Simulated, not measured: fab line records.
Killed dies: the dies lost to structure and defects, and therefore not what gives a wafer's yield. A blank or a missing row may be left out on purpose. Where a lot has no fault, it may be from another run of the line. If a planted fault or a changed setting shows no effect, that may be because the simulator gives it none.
The tool behind it: which one? + flow n5 finfet + 10 lots, 30 wafers sampled, at 3 steps of a route of 1938

## WHAT EACH GAUGE READ, for each wafer
N5_PASSIVATION_OVL_MEAS_63.
| lot  | measured     | on         | PAD_OVL (nm) |
|------|--------------|------------|--------------|
| L329 | day 12 14:01 | overlay-02 | -1 0 -2      |
| L330 | day 12 14:22 | overlay-02 | -5 4 2       |
| L333 | day 12 18:46 | overlay-02 | -3 -5 7      |
| L334 | day 13 05:56 | overlay-01 | -11 -7 2     |
| L336 | day 14 05:58 | overlay-01 | -6 -4 -5     |
| L338 | day 14 04:06 | overlay-01 | 5 1 3        |
| L339 | day 14 22:55 | overlay-02 | 6 8 7        |
| L340 | day 15 05:33 | overlay-02 | -2 3 0       |
| L346 | day 17 00:24 | overlay-02 | 0 0 3        |
| L348 | day 17 09:10 | overlay-02 | -7 -4 -12    |

## TOOL THAT RAN EACH LOT (tool first, then ch and the chambers of the sampled wafers, then the start)
| lot  | N5_BEOL_M1_ETCH_77                 | N5_PASSIVATION_STRIP_14            |
|------|------------------------------------|------------------------------------|
| L329 | rie diel-02 ch 0,1,3, day 6 03:51  | rie diel-05 ch 2,3, day 12 12:34   |
| L330 | rie diel-02 ch 0,1,3, day 6 10:12  | rie diel-06 ch 0,1, day 12 13:18   |
| L333 | rie diel-02 ch 0,1,3, day 6 20:49  | rie diel-02 ch 0,1,2, day 12 17:31 |
| L334 | rie diel-05 ch 0,2,3, day 7 12:01  | rie diel-02 ch 0,1,2, day 13 04:34 |
| L336 | rie diel-02 ch 0,1, day 7 21:13    | rie diel-06 ch 1,2, day 14 04:17   |
| L338 | rie diel-05 ch 0,2,3, day 8 11:07  | rie diel-06 ch 0,1,3, day 14 02:46 |
| L339 | rie diel-02 ch 0,1,2, day 8 18:33  | rie diel-06 ch 0,2,3, day 14 21:52 |
| L340 | rie diel-02 ch 1,2, day 8 23:06    | rie diel-05 ch 2,3, day 15 04:38   |
| L346 | rie diel-02 ch 0,2, day 10 09:56   | rie diel-05 ch 0,1,2, day 16 23:05 |
| L348 | rie diel-05 ch 1,2,3, day 10 23:47 | rie diel-06 ch 1,3, day 17 08:15   |
- N5_BEOL_M1_ETCH_77: etches underlayer in N2/H2, target depth 6.5 nm, time 5.2 s.
- N5_PASSIVATION_STRIP_14: strips in O2.

## AS READ BY THE TOOLS THEMSELVES (means over the sampled wafers that have a number; for cases with no such wafer, the mark the record gives instead)
N5_BEOL_M1_ETCH_77.
| lot  | tool        | drypump motor current A (A) | etch rf on time s (s) | oes product au (a.u.) | rf vpp V (V) | showerhead plenum p Torr (Torr) | throttle valve pct (%) |
|------|-------------|-----------------------------|-----------------------|-----------------------|--------------|---------------------------------|------------------------|
| L329 | rie diel-02 | 6.0                         | 5.17                  | 0.62                  | 522          | 2.49                            | 17.92                  |
| L330 | rie diel-02 | 6.0                         | 5.20                  | 0.61                  | 522          | 2.49                            | 17.90                  |
| L333 | rie diel-02 | 6.0                         | 5.15                  | 0.62                  | 521          | 2.49                            | 17.91                  |
| L334 | rie diel-05 | 6.0                         | 5.18                  | 0.63                  | 527          | 2.64                            | 18.04                  |
| L336 | rie diel-02 | 6.0                         | 5.20                  | 0.63                  | 522          | 2.50                            | 17.97                  |
| L338 | rie diel-05 | 6.1                         | 5.20                  | 0.63                  | 527          | 2.64                            | 18.06                  |
| L339 | rie diel-02 | 5.7                         | 5.18                  | 0.63                  | 525          | 2.57                            | 17.97                  |
| L340 | rie diel-02 | 5.4                         | 5.23                  | 0.63                  | 527          | 2.64                            | 17.94                  |
| L346 | rie diel-02 | 5.6                         | 5.29                  | 0.62                  | 523          | 2.57                            | 18.00                  |
| L348 | rie diel-05 | 6.3                         | 5.27                  | 0.62                  | 524          | 2.53                            | 18.14                  |

N5_PASSIVATION_STRIP_14.
| lot  | tool        | drypump motor current A (A) | oes product au (a.u.) | rf vpp V (V) | showerhead plenum p Torr (Torr) | throttle valve pct (%) |
|------|-------------|-----------------------------|-----------------------|--------------|---------------------------------|------------------------|
| L329 | rie diel-05 | 6.2                         | 0.71                  | 2.7          | 2.15                            | 16.92                  |
| L330 | rie diel-06 | 5.1                         | 0.78                  | 3.6          | 2.10                            | 16.76                  |
| L333 | rie diel-02 | 5.7                         | 0.72                  | 3.9          | 2.11                            | 16.83                  |
| L334 | rie diel-02 | 5.7                         | 0.72                  | 3.0          | 2.11                            | 16.82                  |
| L336 | rie diel-06 | 5.7                         | 0.85                  | 3.9          | 2.11                            | 16.65                  |
| L338 | rie diel-06 | 5.3                         | 0.83                  | 4.7          | 2.11                            | 16.76                  |
| L339 | rie diel-06 | 5.5                         | 0.90                  | 3.6          | 2.13                            | 16.63                  |
| L340 | rie diel-05 | 6.3                         | 0.87                  | 2.4          | 2.15                            | 16.66                  |
| L346 | rie diel-05 | 5.9                         | 0.78                  | 3.2          | 2.07                            | 16.74                  |
| L348 | rie diel-06 | 5.5                         | 0.93                  | 4.6          | 2.10                            | 16.62                  |

## THE ANSWER, worked out from the rows above alone
Rule: the usual values come from the lots themselves. Put in order of their means at a reading, lots are off if they are a third of the lots or fewer, leave a main group of 4 or more, and stand apart from it by a gap of 3 or more times the standard deviation of the main group's means; of several such gaps the widest counts. The tables above print the reading to a certain number of digits; a main group whose means all agree to those digits is not used. Also off: a lot with no number at a reading for which 4 or more lots have one. The other lots that the step has rows for count as sound. After the gauges, taken in route order, come the tools' own readings; for these a lot's mean is taken, as printed above. The first step at which some lot is off is used, and at that step the reading that is off furthest; a lot without a number counts as furthest.
No lot is off at any reading shown: from this, nothing can be told.

## WHAT HAD BEEN PUT IN BY THE SIMULATOR
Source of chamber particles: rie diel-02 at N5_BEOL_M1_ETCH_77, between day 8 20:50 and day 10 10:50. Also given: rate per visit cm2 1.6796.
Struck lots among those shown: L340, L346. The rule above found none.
